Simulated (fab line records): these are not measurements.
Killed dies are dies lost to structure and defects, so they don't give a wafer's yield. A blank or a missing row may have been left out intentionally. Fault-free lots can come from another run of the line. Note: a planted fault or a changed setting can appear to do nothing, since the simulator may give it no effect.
What tool caused it? | flow n5-finfet | 25 wafers from 9 lots sampled at 6 of the route's 1938 steps

WHAT EACH GAUGE READ, for each wafer
N5_PMOS_HMC_CHANNEL_EPI_INSPECT_30: inspects for defects (darkfield). Usual: raw-defect-count reads 18 (standard deviation 6.7).
lot  | measured    | on                | raw-defect-count | flag
L154 | day 2 02:04 | defect-inspect-01 | 13 6 8           |
L155 | day 2 08:46 | defect-inspect-01 | 12 20 21         |
L158 | day 3 03:17 | defect-inspect-01 | 17 11 12         |
L160 | day 3 14:24 | defect-inspect-01 | 18 11 8          |
L167 | day 5 08:38 | defect-inspect-01 | 25 17            |
L168 | day 5 15:19 | defect-inspect-01 | 13 12            |
L170 | day 6 02:44 | defect-inspect-01 | 19 15 12         |
L172 | day 6 14:30 | defect-inspect-02 | 18 12 20         |
L174 | day 7 02:37 | defect-inspect-01 | 20 21 16         |

N5_BEOL_M4_RC_MEAS_101. Usual: DIBL_N 35.9 mV/V, standard deviation 1.8; DIBL_P 36.2 mV/V, standard deviation 2; IOFF_N 0.16 nA/um, standard deviation 0.031; IOFF_P 0.22 nA/um, standard deviation 0.041; ION_N 676 uA/um, standard deviation 11; ION_P 465 uA/um, standard deviation 8.5; SS_N 71.4 mV/dec, standard deviation 0.64; SS_P 73.2 mV/dec, standard deviation 0.7; VT_N 250 mV, standard deviation 3.5; VT_P -250 mV, standard deviation 3.9.
lot  | measured     | on        | DIBL_N (mV/V)  | DIBL_P (mV/V)  | IOFF_N (nA/um) | IOFF_P (nA/um) | ION_N (uA/um) | ION_P (uA/um) | SS_N (mV/dec)  | SS_P (mV/dec)  | VT_N (mV)   | VT_P (mV)      | flag
L154 | day 8 04:22  | prober-02 | 35.3 34.0 35.9 | 37.7 35.3 37.8 | 0.15 0.13 0.16 | 0.21 0.18 0.22 | 681 657 688   | 472 456 467   | 70.8 70.9 70.8 | 73.5 73.1 73.5 | 250 253 251 | -250 -252 -249 |
L155 | day 8 14:21  | prober-02 | 36.6 33.5 35.1 | 35.9 32.5 35.4 | 0.17 0.11 0.15 | 0.19 0.15 0.18 | 673 657 676   | 449 450 457   | 71.5 70.8 71.1 | 73.4 71.8 72.0 | 250 252 250 | -251 -254 -251 |
L158 | day 9 22:53  | prober-02 | 35.2 36.6 34.1 | 35.6 37.7 34.7 | 0.13 0.16 0.12 | 0.18 0.22 0.16 | 658 671 672   | 448 462 462   | 72.0 72.2 71.5 | 73.5 73.9 73.3 | 252 248 252 | -258 -254 -255 |
L160 | day 9 22:11  | prober-01 | 34.1 36.5 36.3 | 32.5 35.7 35.0 | 0.12 0.17 0.16 | 0.19 0.24 0.22 | 672 682 675   | 468 464 459   | 71.3 71.4 71.6 | 72.5 73.8 72.7 | 253 247 249 | -250 -247 -247 |
L167 | day 11 17:22 | prober-01 | 37.3 35.6      | 37.5 35.1      | 0.20 0.16      | 0.28 0.22      | 706 682       | 476 470       | 71.2 70.9      | 74.2 73.6      | 243 246     | -247 -251      |
L168 | day 11 20:29 | prober-01 | 34.8 35.6      | 35.6 35.4      | 0.13 0.14      | 0.16 0.17      | 676 678       | 458 455       | 71.0 71.6      | 72.3 72.6      | 254 252     | -256 -256      |
L170 | day 12 05:52 | prober-01 | 37.3 36.9 38.6 | 38.5 37.9 39.0 | 0.21 0.20 0.22 | 0.24 0.23 0.24 | 689 689 691   | 464 468 463   | 72.4 71.9 71.9 | 74.3 74.2 74.4 | 245 244 246 | -249 -251 -250 |
L172 | day 13 02:40 | prober-01 | 38.3 38.3 37.5 | 40.2 39.0 37.9 | 0.22 0.20 0.18 | 0.28 0.26 0.24 | 679 685 678   | 470 476 464   | 72.5 72.2 72.2 | 74.3 73.0 73.7 | 247 246 248 | -245 -246 -247 |
L174 | day 13 15:16 | prober-01 | 36.2 34.7 34.8 | 34.7 33.7 33.1 | 0.17 0.14 0.15 | 0.22 0.20 0.19 | 680 669 662   | 459 466 458   | 71.8 71.2 71.2 | 73.0 72.9 71.8 | 247 249 250 | -251 -251 -250 |

TOOL THAT RAN EACH LOT (tool first, then ch and the chambers of the sampled wafers, then the start)
lot  | N5_PMOS_HMC_CHANNEL_EPI_ETCH_38 | N5_FIN_SAQP_PECVD_47           | N5_FIN_SAQP_HM_DEP_72          | N5_FIN_SAQP_MANDREL_ETCH_58
L154 | rie-si-05 ch 1,2, day 1 23:38   | pecvd-04 ch 0,2, day 2 02:44   | pecvd-02 ch 0,1, day 2 02:56   | rie-si-03 ch 1,2, day 2 06:00
L155 | rie-si-02 ch 0,1,3, day 2 06:22 | pecvd-01 ch 0,1,2, day 2 09:26 | pecvd-02 ch 0,1, day 2 09:38   | rie-si-03 ch 0,1,3, day 2 12:32
L158 | rie-si-05 ch 0,3, day 2 23:53   | pecvd-04 ch 0,1,2, day 3 03:57 | pecvd-02 ch 1,2, day 3 04:10   | rie-si-04 ch 0,1,3, day 3 06:52
L160 | rie-si-02 ch 2,3, day 3 11:52   | pecvd-01 ch 0,1, day 3 15:14   | pecvd-02 ch 1,2, day 3 15:26   | rie-si-01 ch 1,2, day 3 18:52
L167 | rie-si-02 ch 1,3, day 5 05:56   | pecvd-04 ch 0,2, day 5 10:05   | pecvd-01 ch 2, day 5 10:17     | rie-si-01 ch 0, day 5 13:25
L168 | rie-si-05 ch 2,3, day 5 12:37   | pecvd-04 ch 0,1, day 5 17:11   | pecvd-04 ch 1,2, day 5 17:24   | rie-si-04 ch 0,3, day 5 20:26
L170 | rie-si-05 ch 0,2, day 6 00:00   | pecvd-01 ch 1,2, day 6 03:29   | pecvd-01 ch 1,2, day 6 03:42   | rie-si-03 ch 1,3, day 6 07:44
L172 | rie-si-06 ch 0,3, day 6 11:41   | pecvd-02 ch 0,1, day 6 15:33   | pecvd-04 ch 0,2, day 6 15:49   | rie-si-01 ch 0,3, day 6 19:14
L174 | rie-si-02 ch 0,1,3, day 7 00:11 | pecvd-01 ch 1,2, day 7 03:41   | pecvd-02 ch 0,1,2, day 7 03:57 | rie-si-01 ch 0,1,3, day 7 07:58
- N5_PMOS_HMC_CHANNEL_EPI_ETCH_38: etches SiO2 in CF4, target depth 1.5 nm.
- N5_FIN_SAQP_PECVD_47: deposits a-Si from SiH4/He, target thk 45 nm, time 36.3 s.
- N5_FIN_SAQP_HM_DEP_72: deposits SiO2 from SiH4/N2O, target thk 12 nm, time 7.2 s.
- N5_FIN_SAQP_MANDREL_ETCH_58: etches a-Si in HBr/Cl2, stops on SiNx, target depth 45 nm, bt time 10 s, time 27 s.

WHAT THE TOOLS THEMSELVES READ (means of the sampled wafers that have a number; where no wafer has one, the mark that the record gives instead)
N5_PMOS_HMC_CHANNEL_EPI_ETCH_38. Usual: cf4-flow-sccm 80.01 sccm, standard deviation 0.22; chamber-pressure-mTorr 9.999 mTorr, standard deviation 0.0091; drypump-motor-current-A 5.8 A, standard deviation 0.34; oes-product-au 1.005 a.u., standard deviation 0.018; throttle-valve-pct 21.69 %, standard deviation 0.22.
lot  | tool      | cf4-flow-sccm (sccm) | chamber-pressure-mTorr (mTorr) | drypump-motor-current-A (A) | oes-product-au (a.u.) | throttle-valve-pct (%) | flag
L154 | rie-si-05 | 79.74                | 9.998                          | 5.6                         | 1.005                 | 21.95                  |
L155 | rie-si-02 | 79.98                | 9.998                          | 5.5                         | 0.992                 | 21.63                  |
L158 | rie-si-05 | 80.23                | 10.003                         | 6.0                         | 1.014                 | 21.75                  |
L160 | rie-si-02 | 80.10                | 9.996                          | 6.0                         | 1.012                 | 21.70                  |
L167 | rie-si-02 | 79.97                | 10.009                         | 5.5                         | 1.007                 | 21.77                  |
L168 | rie-si-05 | 80.09                | 9.996                          | 5.9                         | 1.011                 | 21.91                  |
L170 | rie-si-05 | 80.11                | 9.999                          | 5.9                         | 1.029                 | 21.64                  |
L172 | rie-si-06 | 79.83                | 10.000                         | 6.1                         | 1.002                 | 21.46                  |
L174 | rie-si-02 | 79.87                | 9.993                          | 5.5                         | 1.001                 | 21.64                  |

N5_FIN_SAQP_PECVD_47. Usual: heater-power-w 819 W, standard deviation 66; run-length-s 72.8 s, standard deviation 0.79; showerhead-plenum-p-Torr 5.65 Torr, standard deviation 0.046; showerhead-vpp-V 622 V, standard deviation 19; throttle-valve-pct 17.9 %, standard deviation 0.83.
lot  | tool     | heater-power-w (W) | run-length-s (s) | showerhead-plenum-p-Torr (Torr) | showerhead-vpp-V (V) | throttle-valve-pct (%) | flag
L154 | pecvd-04 | 843                | 71.9             | 5.68                            | 627                  | 17.5                   |
L155 | pecvd-01 | 917                | 72.3             | 5.61                            | 619                  | 17.4                   |
L158 | pecvd-04 | 807                | 72.6             | 5.69                            | 624                  | 17.9                   |
L160 | pecvd-01 | 825                | 72.1             | 5.59                            | 612                  | 18.0                   |
L167 | pecvd-04 | 816                | 66.8             | 5.67                            | 632                  | 17.1                   | OFF
L168 | pecvd-04 | 763                | 67.1             | 5.69                            | 623                  | 17.9                   | OFF
L170 | pecvd-01 | 875                | 72.6             | 5.63                            | 629                  | 17.0                   |
L172 | pecvd-02 | 860                | 74.0             | 5.69                            | 605                  | 18.5                   |
L174 | pecvd-01 | 889                | 72.5             | 5.61                            | 637                  | 17.3                   |

N5_FIN_SAQP_HM_DEP_72. Usual: heater-power-w 751 W, standard deviation 71; showerhead-plenum-p-Torr 8.10 Torr, standard deviation 0.12; showerhead-vpp-V 1033 V, standard deviation 33.
lot  | tool     | heater-power-w (W) | showerhead-plenum-p-Torr (Torr) | showerhead-vpp-V (V) | flag
L154 | pecvd-02 | 765                | 8.20                            | 995                  |
L155 | pecvd-02 | 699                | 8.22                            | 994                  |
L158 | pecvd-02 | 695                | 8.00                            | 1071                 |
L160 | pecvd-02 | 695                | 7.98                            | 1053                 |
L167 | pecvd-01 | 808                | 8.09                            | 1022                 |
L168 | pecvd-04 | 748                | 8.23                            | 1024                 |
L170 | pecvd-01 | 847                | 8.04                            | 1040                 |
L172 | pecvd-04 | 726                | 8.14                            | 1030                 |
L174 | pecvd-02 | 717                | 8.11                            | 1026                 |

N5_FIN_SAQP_MANDREL_ETCH_58. Usual: chamber-pressure-mTorr 10.000 mTorr, standard deviation 0.011; drypump-motor-current-A 5.48 A, standard deviation 0.29; oes-product-au 0.690 a.u., standard deviation 0.013; throttle-valve-pct 35.5 %, standard deviation 0.34.
lot  | tool      | chamber-pressure-mTorr (mTorr) | drypump-motor-current-A (A) | oes-product-au (a.u.) | throttle-valve-pct (%) | flag
L154 | rie-si-03 | 10.000                         | 5.31                        | 0.688                 | 35.2                   |
L155 | rie-si-03 | 10.008                         | 5.42                        | 0.683                 | 35.7                   |
L158 | rie-si-04 | 9.979                          | 5.32                        | 0.691                 | 35.6                   |
L160 | rie-si-01 | 10.000                         | 5.67                        | 0.705                 | 35.5                   |
L167 | rie-si-01 | 9.998                          | 5.72                        | 0.648                 | 35.8                   | OFF
L168 | rie-si-04 | 10.005                         | 5.34                        | 0.639                 | 35.6                   | OFF
L170 | rie-si-03 | 9.994                          | 5.14                        | 0.679                 | 35.6                   |
L172 | rie-si-01 | 9.995                          | 5.62                        | 0.696                 | 35.5                   |
L174 | rie-si-01 | 9.998                          | 5.54                        | 0.680                 | 35.6                   |

THE ANSWER, worked out from the rows above alone
Rule: a lot is off if the mean of its wafers that have a number lies more than 3 standard deviations from the usual mean. Also off: a lot with no number at a reading for which 4 or more lots have one. The other lots that the step has rows for count as sound. After the gauges, taken in route order, come the tools' own readings; for these a lot's mean is taken, as printed above. At the first step where some lot is off, the reading lying furthest off is the one used; lots without a number count as furthest.
Off at N5_FIN_SAQP_PECVD_47 (run-length-s): L167, L168.
If a tool, at that step or one of the process steps before it, ran each lot that is off and ran no sound lot following the first of them, it fits. One candidate fits, namely pecvd-04 at N5_FIN_SAQP_PECVD_47. Its last sound lot is L158 (day 3 03:57), its first lot that is off L167 (day 5 10:05): a fault that began between those two fits.
On the lots that are off, the tool's own readings at N5_FIN_SAQP_PECVD_47 differ by more than 5 times the standard deviation of the sound lots' means, which bears it out; run-length-s reads 66.9 s there versus 72.6 s on the sound lots.

WHAT THE SIMULATOR HAD INSERTED
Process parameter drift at N5_FIN_SAQP_PECVD_47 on pecvd-04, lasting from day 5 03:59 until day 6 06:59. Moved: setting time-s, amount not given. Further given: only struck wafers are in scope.
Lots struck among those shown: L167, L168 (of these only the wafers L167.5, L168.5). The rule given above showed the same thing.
